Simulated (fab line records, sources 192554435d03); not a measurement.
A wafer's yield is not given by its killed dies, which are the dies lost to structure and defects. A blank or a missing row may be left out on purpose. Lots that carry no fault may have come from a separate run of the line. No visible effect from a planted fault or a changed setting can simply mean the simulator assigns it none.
A single fault, viewed from 2 desks	flow n5_finfet	only its own numbers are on each desk; what lay behind them is given at the end

== DESK OF THE TOOL OWNER: cvd_co-02 ==
The tool's own readings at N5_BEOL_M9_CVD_78 (deposits Co from CCTBA/H2, target thk 2 nm, time 138.9 s): means of the sampled wafers that have a number, for each lot that ran on this tool. The brackets show how far a lot's mean lies from the usual mean; more than 4 standard deviations puts the lot out of limits, marked OUT.
Columns: A = run_length_s at N5_BEOL_M9_CVD_78, usual 161.7 s
lot	first seen here	A
L607	day 9 10:05	161.2
L610	day 10 08:50	161.6
L611	day 10 10:15	161.6
L615	day 11 10:13	161.6
L627	day 14 19:11	198.1 (+87) OUT
This desk finds L627 out of limits, L627 being first, at day 14 19:11 (run_length_s at N5_BEOL_M9_CVD_78). L607, L610, L611, L615: within limits.

== METROLOGY DESK ==
What the gauges read for every lot (on any tool): the sampled wafers with a number, averaged. The brackets show how far a lot's mean lies from the usual mean; more than 4 standard deviations puts the lot out of limits, marked OUT.
Columns: A = trench_depth_nm at N5_BEOL_M9_OCD_MEAS_38, usual 150.4 nm
lot	first seen here	A
L607	day 9 09:04	150.9
L609	day 9 23:41	150.5
L612	day 10 06:59	147.7
L610	day 10 07:10	151.9
L611	day 10 09:06	148.8
L614	day 11 00:20	149.9
L615	day 11 08:31	153.4
L617	day 11 23:23	150.7
L627	day 14 17:57	151.6
L629	day 15 06:18	150.5
L630	day 15 10:58	151.7
Result from this desk: across the 11 lots, nothing is out of limits.

== BROUGHT TOGETHER ==
An alarm could have come from the tool owner's desk at day 14 19:11, on L627.
Nothing out of limits was seen by the metrology desk.
The metrology desk has L627 on record, within its limits.
Of the lots named, all ran N5_BEOL_M9_CVD_78 on cvd_co-02.

== WHAT THE SIMULATOR PUT IN ==
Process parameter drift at N5_BEOL_M9_CVD_78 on cvd_co-02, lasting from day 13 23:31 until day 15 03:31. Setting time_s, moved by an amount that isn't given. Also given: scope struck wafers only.
Lots struck among those shown: L627.
Hours from the fault's start to each desk's first reading out of limits: the tool owner's desk, 20.
